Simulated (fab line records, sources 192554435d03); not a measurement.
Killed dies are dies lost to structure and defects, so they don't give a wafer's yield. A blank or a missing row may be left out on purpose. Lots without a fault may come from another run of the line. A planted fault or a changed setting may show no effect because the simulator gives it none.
fab line records | flow n5_finfet | part 1 of 2: steps 1 to 22 of 33
record lots=5 wafers=15 last_day=19
route steps=1938 shown BEOL_M6@1218
lots that met no fault: from a run of the same line without faults
start_h: hours from the record's first day to the start of the lot's first wafer shown | wait_h: hours since the lot's step before | " the same as in the row above | L1.1+2: a row that stands for several wafers | - no value, or no start given | * or withheld: withheld | < > ~ a bound
route shown NAME@n: a module of which the file shows steps, and the number in the route of the first | usual: mean/standard deviation of fault-free wafers | same: alike in all rows | chamber/n: place in a boat | sites: the reading at each site | _std_site: their standard deviation | _edge_site: outer sites' mean less inner sites' | radius_mm: how far each site lies from the wafer's centre | mask NAME#n: copy n | behind: the tool/chamber that last shaped the wafer | hold: why the lot was held/for how many hours/how that ended | device: the transistor (n, p or np) that didn't switch | end of line: the same wafers' tests at the end of the route | a step without rows: its recipe alone | killed: dies lost to structure and defects at the first sort, not the wafer's yield | map: a wafer's dies, x killed, . not, _ none there
set.NAME: the setting as run; set.NAME@STEP: as run at that earlier step | model.NAME: the simulator's own value behind a step, which no gauge read
lots at some steps of the route; a table a step, a row a wafer
services: from which hour (start_h, from the record's first day; less than 0 if before it) a tool's chamber was out of use, for how many hours, and why
## steps
# step N5_BEOL_M6_COAT_63
# recipe resist=SOC temp_c=250 time_s=60 spin_rpm=1500 resist_thk_nm=60
# columns lot.wafer tool chamber start_h wait_h
L076.2+3+6 litho_track-04 0 244.73 2.1
L077.2+3+6 litho_track-04 0 249.04 2.7
L085.3+5+6 litho_track-02 0 294.51 1.6
L087.3+5+6 litho_track-04 0 311.48 4.1
L094.1+2+3 litho_track-02 0 350.49 1.1
# step N5_BEOL_M6_COAT_64
# recipe resist=SiARC temp_c=220 time_s=60 spin_rpm=1500 resist_thk_nm=12
# columns lot.wafer tool chamber start_h wait_h
L076.2+3+6 litho_track-04 0 - -
L077.2+3+6 litho_track-04 0 - -
L085.3+5+6 litho_track-02 0 - -
L087.3+5+6 litho_track-04 0 - -
L094.1+2+3 litho_track-02 0 - -
# step N5_BEOL_M6_COAT_71
# recipe resist=underlayer temp_c=205 time_s=60 spin_rpm=1500 resist_thk_nm=5
# columns lot.wafer tool chamber start_h wait_h
L076.2+3+6 litho_track-04 0 - -
L077.2+3+6 litho_track-04 0 - -
L085.3+5+6 litho_track-02 0 - -
L087.3+5+6 litho_track-04 0 - -
L094.1+2+3 litho_track-02 0 - -
# step N5_BEOL_M6_COAT_22
# recipe resist=CAR-EUV spin_rpm=1500 resist_thk_nm=30
# columns lot.wafer tool chamber start_h wait_h
L076.2+3+6 litho_track-04 0 - -
L077.2+3+6 litho_track-04 0 - -
L085.3+5+6 litho_track-02 0 - -
L087.3+5+6 litho_track-04 0 - -
L094.1+2+3 litho_track-02 0 - -
# step N5_BEOL_M6_EBR_24
# recipe solvent=PGMEA ebr_width_mm=1.5
# columns lot.wafer tool chamber start_h wait_h
L076.2+3+6 litho_track-04 0 - -
L077.2+3+6 litho_track-04 0 - -
L085.3+5+6 litho_track-02 0 - -
L087.3+5+6 litho_track-04 0 - -
L094.1+2+3 litho_track-02 0 - -
# step N5_BEOL_M6_SOFTBAKE_23
# recipe temp_c=110 time_s=60 resist=CAR-EUV
# columns lot.wafer tool chamber start_h wait_h
L076.2+3+6 litho_track-04 0 - -
L077.2+3+6 litho_track-04 0 - -
L085.3+5+6 litho_track-02 0 - -
L087.3+5+6 litho_track-04 0 - -
L094.1+2+3 litho_track-02 0 - -
# step N5_BEOL_M6_EXPOSE_25
# recipe mask_id=V5 na=0.33 source_shape=annular sigma_inner=0.4 sigma_outer=0.8 polarization=unpolarized target_cd_nm=40 dose_mj=45
# same sigma_inner=0.4
# columns lot.wafer tool chamber start_h wait_h mask
L076.2+3+6 euv_scanner-01 0 244.87 - V5#0
L077.2+3+6 euv_scanner-02 0 249.33 - V5#0
L085.3+5+6 euv_scanner-02 0 294.87 - V5#0
L087.3+5+6 euv_scanner-02 0 311.68 - V5#0
L094.1+2+3 euv_scanner-01 0 350.62 - V5#0
# step N5_BEOL_M6_PEB_26
# recipe peb_temp_c=100 peb_time_s=60 resist=CAR-EUV
# columns lot.wafer tool chamber start_h wait_h
L076.2+3+6 litho_track-01 0 244.93 0.1
L077.2+3+6 litho_track-04 0 249.40 0.1
L085.3+5+6 litho_track-02 0 294.92 0.0
L087.3+5+6 litho_track-01 0 311.73 0.0
L094.1+2+3 litho_track-01 0 350.69 0.1
# step N5_BEOL_M6_DEVELOP_27
# recipe develop_time_s=30 developer=TMAH resist=CAR-EUV rinse_liquid=surfactant_rinse dry=air_spin dev_temp_c=23
# columns lot.wafer tool chamber start_h wait_h
L076.2+3+6 litho_track-01 0 - -
L077.2+3+6 litho_track-04 0 - -
L085.3+5+6 litho_track-02 0 - -
L087.3+5+6 litho_track-01 0 - -
L094.1+2+3 litho_track-01 0 - -
# step N5_BEOL_M6_CD_MEAS_28
# recipe target_cd_nm=40 landing_energy_ev=500 detector=se_inlens
# usual cd_nm=39.99/0.25
# columns lot.wafer tool chamber start_h wait_h cd_nm
L076.2 cd_sem-02 0 245.00 - 40.01
L076.3 " 0 " " 40.35
L076.6 " 0 " " 40.27
L077.2 cd_sem-02 0 249.46 - 39.48
L077.3 " 0 " " 39.99
L077.6 " 0 " " 39.50
L085.3 cd_sem-03 0 294.99 - 40.30
L085.5 " 0 " " 39.75
L085.6 " 0 " " 40.15
L087.3 cd_sem-02 0 311.80 - 39.89
L087.5 " 0 " " 39.68
L087.6 " 0 " " 39.74
L094.1 cd_sem-03 0 350.77 - 39.80
L094.2 " 0 " " 39.97
L094.3 " 0 " " 39.85
# step N5_BEOL_M6_OVL_MEAS_29
# recipe points_per_wafer=522
# usual V5_OVL=0.1/0.66
# columns lot.wafer tool chamber start_h wait_h V5_OVL[nm]
L076.2 overlay-01 0 245.04 0.0 -0.1
L076.3 " 0 " " 1.2
L076.6 " 0 " " 0.1
L077.2 overlay-01 0 249.50 0.0 -0.1
L077.3 " 0 " " -0.2
L077.6 " 0 " " 0.3
L085.3 overlay-02 0 295.03 0.0 1.2
L085.5 " 0 " " 0.8
L085.6 " 0 " " 0.1
L087.3 overlay-02 0 311.84 0.0 -0.5
L087.5 " 0 " " -0.6
L087.6 " 0 " " 0.3
L094.1 overlay-02 0 350.80 0.0 -0.4
L094.2 " 0 " " -1.2
L094.3 " 0 " " 0.2
# step N5_BEOL_M6_INSPECT_30
# recipe mode=adi inspect_instrument=brightfield
# usual raw_defect_count=416/95
# columns lot.wafer tool chamber start_h wait_h raw_defect_count
L076.2 defect_inspect-02 - 245.09 0.0 444
L076.3 " - " " 504
L076.6 " - " " 393
L077.2 defect_inspect-02 - 249.55 0.0 370
L077.3 " - " " 358
L077.6 " - " " 394
L085.3 defect_inspect-01 - 295.08 0.0 508
L085.5 " - " " 333
L085.6 " - " " 390
L087.3 defect_inspect-01 - 311.88 0.0 398
L087.5 " - " " 443
L087.6 " - " " 416
L094.1 defect_inspect-01 - 350.86 0.1 423
L094.2 " - " " 417
L094.3 " - " " 451
# step N5_BEOL_M6_DESCUM_33
# recipe chemistry=O2 time_s=7 source_power_w=50 bias_power_w=20 pressure_mtorr=20 rf_frequency_hz=2.712e+07 temp_c=40 resist=CAR-EUV o2_flow_sccm=225
# usual drypump_motor_current_A=5.6/0.4 oes_product_au=0.77/0.088 rf_vpp_V=242.8/1.6 showerhead_plenum_p_Torr=2.07/0.08 throttle_valve_pct=20.46/0.25
# columns lot.wafer tool chamber start_h wait_h drypump_motor_current_A oes_product_au rf_hours_counter_h rf_vpp_V showerhead_plenum_p_Torr throttle_valve_pct
L076.2 rie_diel-01 2 245.12 0.0 5.1 0.69 224 245.6 2.06 20.60
L076.3 " 3 " " 5.0 0.75 160 241.7 2.02 20.69
L076.6 " 1 " " 5.8 0.78 - 246.2 2.19 20.16
L077.2 rie_diel-05 0 250.16 0.6 5.1 0.73 209 241.1 1.96 20.12
L077.3 " 1 " " 6.2 0.77 157 241.7 2.09 20.89
L077.6 " 0 " " 5.2 0.72 - 242.1 1.95 20.12
L085.3 rie_diel-04 2 295.11 0.0 5.6 0.83 71 244.3 2.10 20.46
L085.5 " 2 " " 5.6 0.85 - 244.4 2.10 20.47
L085.6 " 1 " " 6.1 0.70 - 242.2 1.98 20.67
L087.3 rie_diel-05 0 312.13 0.2 5.1 0.71 238 242.9 1.95 20.16
L087.5 " 0 " " 5.1 0.70 - 241.2 1.95 20.16
L087.6 " 3 " " 5.5 0.95 - 244.9 2.24 20.02
L094.1 rie_diel-01 1 351.27 0.4 5.8 0.75 176 245.1 2.17 20.23
L094.2 " 0 " " 6.2 0.88 40 243.6 2.15 20.37
L094.3 " 2 " " 5.1 1.00 4 243.2 2.05 20.21
# step N5_BEOL_M6_ETCH_72
# recipe chemistry=N2/H2 target=underlayer target_depth_a=65 mask_material=CAR-EUV time_s=5.2 ion_energy_ev=200 pressure_mtorr=30 source_w=840 bias_w=150 n2_flow_sccm=200 h2_flow_sccm=200 ends=cleared
# usual drypump_motor_current_A=5.6/0.4 etch_rf_on_time_s=5.14/0.15 oes_product_au=0.66/0.074 rf_vpp_V=523.2/2.8 showerhead_plenum_p_Torr=2.51/0.093 throttle_valve_pct=17.85/0.29
# columns lot.wafer tool chamber start_h wait_h drypump_motor_current_A etch_rf_on_time_s oes_product_au rf_hours_counter_h rf_vpp_V showerhead_plenum_p_Torr throttle_valve_pct
L076.2 rie_diel-01 2 245.16 0.0 5.1 5.26 0.60 224 523.4 2.54 18.36
L076.3 " 3 " " 5.0 5.22 0.64 160 522.0 2.41 17.79
L076.6 " 1 " " 5.9 5.40 0.65 - 527.3 2.68 17.80
L077.2 rie_diel-05 0 250.20 0.0 5.1 5.25 0.61 209 519.6 2.42 17.87
L077.3 " 1 " " 6.2 5.01 0.66 157 522.6 2.51 18.06
L077.6 " 0 " " 5.1 5.16 0.61 - 519.4 2.42 17.87
L085.3 rie_diel-04 2 295.14 0.0 5.6 5.08 0.71 71 526.2 2.57 17.97
L085.5 " 2 " " 5.6 5.03 0.71 - 525.4 2.57 17.94
L085.6 " 1 " " 6.2 5.33 0.59 - 522.2 2.42 18.18
L087.3 rie_diel-05 0 312.16 0.0 5.2 5.18 0.60 238 521.2 2.41 17.92
L087.5 " 0 " " 5.2 5.18 0.61 - 519.3 2.41 17.92
L087.6 " 3 " " 5.4 4.88 0.81 - 527.8 2.67 17.13
L094.1 rie_diel-01 1 351.30 0.0 5.8 5.40 0.64 176 527.1 2.66 17.87
L094.2 " 0 " " 6.2 4.99 0.77 40 526.8 2.57 17.53
L094.3 " 2 " " 5.1 5.07 0.85 4 522.2 2.52 17.96
# step N5_BEOL_M6_ETCH_65
# recipe chemistry=CF4 target=SiARC target_depth_a=156 mask_material=CAR-EUV time_s=26 ion_energy_ev=80 pressure_mtorr=40 source_w=545 bias_w=36 Ar_flow_sccm=100 cf4_flow_sccm=100 ends=cleared
# usual drypump_motor_current_A=5.6/0.4 etch_rf_on_time_s=25.7/0.77 oes_product_au=0.66/0.072 rf_vpp_V=183.7/1.2 showerhead_plenum_p_Torr=2.12/0.081 throttle_valve_pct=15.66/0.26
# columns lot.wafer tool chamber start_h wait_h drypump_motor_current_A etch_rf_on_time_s oes_product_au rf_hours_counter_h rf_vpp_V showerhead_plenum_p_Torr throttle_valve_pct
L076.2 rie_diel-01 2 245.17 0.0 5.1 25.8 0.60 224 185.0 2.10 15.75
L076.3 " 3 " " 5.0 26.4 0.64 160 184.7 2.05 15.78
L076.6 " 1 " " 5.8 27.0 0.66 - 184.5 2.24 15.46
L077.2 rie_diel-05 0 250.21 0.0 5.1 26.0 0.62 209 182.6 2.03 15.45
L077.3 " 1 " " 6.1 24.8 0.66 157 181.5 2.12 15.84
L077.6 " 0 " " 5.1 25.9 0.62 - 183.0 2.03 15.46
L085.3 rie_diel-04 2 295.16 0.0 5.6 25.2 0.71 71 185.4 2.19 15.90
L085.5 " 2 " " 5.6 25.0 0.72 - 183.0 2.19 15.91
L085.6 " 1 " " 6.1 25.9 0.61 - 182.0 2.05 16.04
L087.3 rie_diel-05 0 312.18 0.0 5.2 26.0 0.61 238 183.7 2.02 15.53
L087.5 " 0 " " 5.2 25.8 0.60 - 182.0 2.02 15.51
L087.6 " 3 " " 5.5 24.7 0.81 - 185.3 2.29 15.19
L094.1 rie_diel-01 1 351.32 0.0 5.8 27.1 0.62 176 185.4 2.23 15.53
L094.2 " 0 " " 6.2 25.1 0.76 40 183.7 2.18 15.44
L094.3 " 2 " " 5.1 25.2 0.85 4 183.9 2.09 15.26
# step N5_BEOL_M6_ETCH_66
# recipe chemistry=N2/H2 target=SOC target_depth_a=800 overetch_a=160 mask_material=SiARC temp_c=40 time_s=120 ion_energy_ev=200 pressure_mtorr=30 source_w=840 bias_w=150 n2_flow_sccm=200 h2_flow_sccm=200
# usual drypump_motor_current_A=5.6/0.41 oes_product_au=0.59/0.058 rf_vpp_V=523.2/2.8 showerhead_plenum_p_Torr=2.51/0.093 throttle_valve_pct=17.81/0.29
# columns lot.wafer tool chamber start_h wait_h drypump_motor_current_A oes_product_au rf_hours_counter_h rf_vpp_V showerhead_plenum_p_Torr throttle_valve_pct
L076.2 rie_diel-01 2 245.20 0.0 5.2 0.53 224 522.4 2.54 18.31
L076.3 " 3 " " 5.1 0.58 160 521.1 2.41 17.75
L076.6 " 1 " " 5.9 0.60 - 528.5 2.68 17.78
L077.2 rie_diel-05 0 250.24 0.0 5.1 0.55 209 521.7 2.42 17.82
L077.3 " 1 " " 6.2 0.58 157 522.6 2.51 18.02
L077.6 " 0 " " 5.1 0.56 - 520.2 2.42 17.84
L085.3 rie_diel-04 2 295.19 0.0 5.6 0.63 71 522.6 2.57 17.92
L085.5 " 2 " " 5.6 0.63 - 523.7 2.57 17.92
L085.6 " 1 " " 6.2 0.55 - 519.5 2.42 18.12
L087.3 rie_diel-05 0 312.21 0.0 5.2 0.54 238 519.7 2.41 17.89
L087.5 " 0 " " 5.1 0.54 - 520.7 2.41 17.86
L087.6 " 3 " " 5.5 0.71 - 528.6 2.67 17.08
L094.1 rie_diel-01 1 351.35 0.0 5.8 0.57 176 526.6 2.66 17.85
L094.2 " 0 " " 6.2 0.67 40 524.4 2.57 17.48
L094.3 " 2 " " 5.1 0.75 4 521.6 2.52 17.89
# step N5_BEOL_M6_STRIP_69
# recipe chemistry=N2/H2 temp_c=40 n2_flow_sccm=200 h2_flow_sccm=200 rf_frequency_hz=6e+07
# columns lot.wafer tool chamber start_h wait_h
L076.2+3+6 rie_diel-01 2,3,1 245.28 0.0
L077.2+3+6 rie_diel-05 0,1,0 250.32 0.0
L085.3+5+6 rie_diel-04 2,2,1 295.27 0.0
L087.3+5+6 rie_diel-05 0,0,3 312.29 0.0
L094.1+2+3 rie_diel-01 1,0,2 351.43 0.0
# step N5_BEOL_M6_STRIP_73
# recipe chemistry=N2/H2 temp_c=40 n2_flow_sccm=200 h2_flow_sccm=200 rf_frequency_hz=6e+07
# columns lot.wafer tool chamber start_h wait_h
L076.2+3+6 rie_diel-01 2,3,1 245.29 0.0
L077.2+3+6 rie_diel-05 0,1,0 250.33 0.0
L085.3+5+6 rie_diel-04 2,2,1 295.28 0.0
L087.3+5+6 rie_diel-05 0,0,3 312.30 0.0
L094.1+2+3 rie_diel-01 1,0,2 351.44 0.0
# step N5_BEOL_M6_VIA_ETCH_34
# recipe chemistry=C4F6/O2 target=SiCOH_lowk target_depth_a=1263 mask_material=SOC taper_deg=4 time_s=50.9 ion_energy_ev=250 pressure_mtorr=30 source_w=345 bias_w=185 Ar_flow_sccm=300 C4F6_flow_sccm=10 O2_flow_sccm=10
# usual drypump_motor_current_A=5.6/0.4 oes_product_au=0.77/0.086 rf_vpp_V=667/18 showerhead_plenum_p_Torr=2.83/0.11 throttle_valve_pct=20.98/0.25
# columns lot.wafer tool chamber start_h wait_h drypump_motor_current_A oes_product_au rf_hours_counter_h rf_vpp_V showerhead_plenum_p_Torr throttle_valve_pct
L076.2 rie_diel-01 2 245.30 0.0 5.1 0.69 224 653 2.82 21.14
L076.3 " 3 " " 5.1 0.76 161 674 2.72 20.98
L076.6 " 1 " " 5.8 0.77 - 706 3.00 20.84
L077.2 rie_diel-05 0 250.34 0.0 5.1 0.71 209 665 2.70 20.74
L077.3 " 1 " " 6.2 0.77 157 666 2.83 21.19
L077.6 " 0 " " 5.2 0.72 - 664 2.70 20.76
L085.3 rie_diel-04 2 295.29 0.0 5.6 0.83 71 666 2.92 21.28
L085.5 " 2 " " 5.6 0.84 - 665 2.92 21.30
L085.6 " 1 " " 6.2 0.69 - 656 2.72 21.25
L087.3 rie_diel-05 0 312.31 0.0 5.2 0.70 238 663 2.69 20.79
L087.5 " 0 " " 5.2 0.70 - 664 2.69 20.80
L087.6 " 3 " " 5.5 0.95 - 668 3.05 20.56
L094.1 rie_diel-01 1 351.45 0.0 5.8 0.74 176 704 2.98 20.90
L094.2 " 0 " " 6.3 0.89 40 654 2.91 20.82
L094.3 " 2 " " 5.1 1.00 4 654 2.81 20.77
# step N5_BEOL_M6_STRIP_76
# recipe chemistry=C4F6/O2 resist=SiARC rf_frequency_hz=6e+07
# columns lot.wafer tool chamber start_h wait_h
L076.2+3+6 rie_diel-01 2,3,1 245.35 0.0
L077.2+3+6 rie_diel-05 0,1,0 250.38 0.0
L085.3+5+6 rie_diel-04 2,2,1 295.33 0.0
L087.3+5+6 rie_diel-05 0,0,3 312.35 0.0
L094.1+2+3 rie_diel-01 1,0,2 351.49 0.0
# step N5_BEOL_M6_STRIP_36
# recipe chemistry=N2/H2 power_w=450 temp_c=40 pressure_mtorr=20 rf_frequency_hz=6e+07 overash_fraction=0.3 bias_power_w=7 h2_frac=0.5 n2_flow_sccm=200 h2_flow_sccm=200
# usual drypump_motor_current_A=5.6/0.41 oes_product_au=0.77/0.086 rf_vpp_V=59.2/1.5 showerhead_plenum_p_Torr=2.50/0.093 throttle_valve_pct=23.6/0.35
# columns lot.wafer tool chamber start_h wait_h drypump_motor_current_A oes_product_au rf_hours_counter_h rf_vpp_V showerhead_plenum_p_Torr throttle_valve_pct
L076.2 rie_diel-01 2 245.36 0.0 5.1 0.70 224 59.3 2.53 24.4
L076.3 " 3 " " 5.1 0.75 161 60.1 2.40 23.4
L076.6 " 1 " " 5.8 0.78 - 60.8 2.68 23.6
L077.2 rie_diel-05 0 250.39 0.0 5.1 0.73 209 59.4 2.42 23.7
L077.3 " 1 " " 6.2 0.77 157 58.6 2.51 23.9
L077.6 " 0 " " 5.1 0.73 - 59.0 2.42 23.7
L085.3 rie_diel-04 2 295.34 0.0 5.6 0.86 71 61.6 2.56 23.7
L085.5 " 2 " " 5.6 0.83 - 59.7 2.56 23.7
L085.6 " 1 " " 6.1 0.70 - 56.4 2.41 23.9
L087.3 rie_diel-05 0 312.36 0.0 5.1 0.71 238 58.4 2.40 23.8
L087.5 " 0 " " 5.1 0.70 - 61.1 2.40 23.8
L087.6 " 3 " " 5.4 0.94 - 59.5 2.66 22.8
L094.1 rie_diel-01 1 351.50 0.0 5.8 0.74 176 60.5 2.66 23.6
L094.2 " 0 " " 6.2 0.88 40 60.2 2.56 23.3
L094.3 " 2 " " 5.0 0.99 4 60.2 2.52 24.0
# step N5_BEOL_M6_TRENCH_ETCH_37
# recipe chemistry=C4F6/O2 target_depth_a=944.35 target=SiCOH_lowk time_s=31.5 ion_energy_ev=250 pressure_mtorr=30 source_w=345 bias_w=185 Ar_flow_sccm=300 C4F6_flow_sccm=10 O2_flow_sccm=10
# usual drypump_motor_current_A=5.6/0.4 oes_product_au=0.77/0.085 rf_vpp_V=667/18 showerhead_plenum_p_Torr=2.83/0.11 throttle_valve_pct=21.01/0.25
# columns lot.wafer tool chamber start_h wait_h drypump_motor_current_A oes_product_au rf_hours_counter_h rf_vpp_V showerhead_plenum_p_Torr throttle_valve_pct
L076.2 rie_diel-01 2 - - 5.1 0.69 224 654 2.82 21.17
L076.3 " 3 " " 5.0 0.74 161 674 2.72 21.00
L076.6 " 1 " " 5.8 0.76 - 705 3.00 20.86
L077.2 rie_diel-05 0 - - 5.1 0.72 209 665 2.70 20.77
L077.3 " 1 " " 6.2 0.76 157 668 2.83 21.22
L077.6 " 0 " " 5.1 0.73 - 664 2.71 20.78
L085.3 rie_diel-04 2 - - 5.6 0.83 71 666 2.92 21.33
L085.5 " 2 " " 5.6 0.84 - 665 2.91 21.34
L085.6 " 1 " " 6.1 0.70 - 655 2.72 21.29
L087.3 rie_diel-05 0 - - 5.2 0.71 238 665 2.69 20.82
L087.5 " 0 " " 5.1 0.71 - 663 2.69 20.82
L087.6 " 3 " " 5.4 0.94 - 666 3.05 20.63
L094.1 rie_diel-01 1 - - 5.9 0.74 176 707 2.98 20.95
L094.2 " 0 " " 6.2 0.88 40 653 2.91 20.83
L094.3 " 2 " " 5.1 1.00 4 652 2.81 20.81
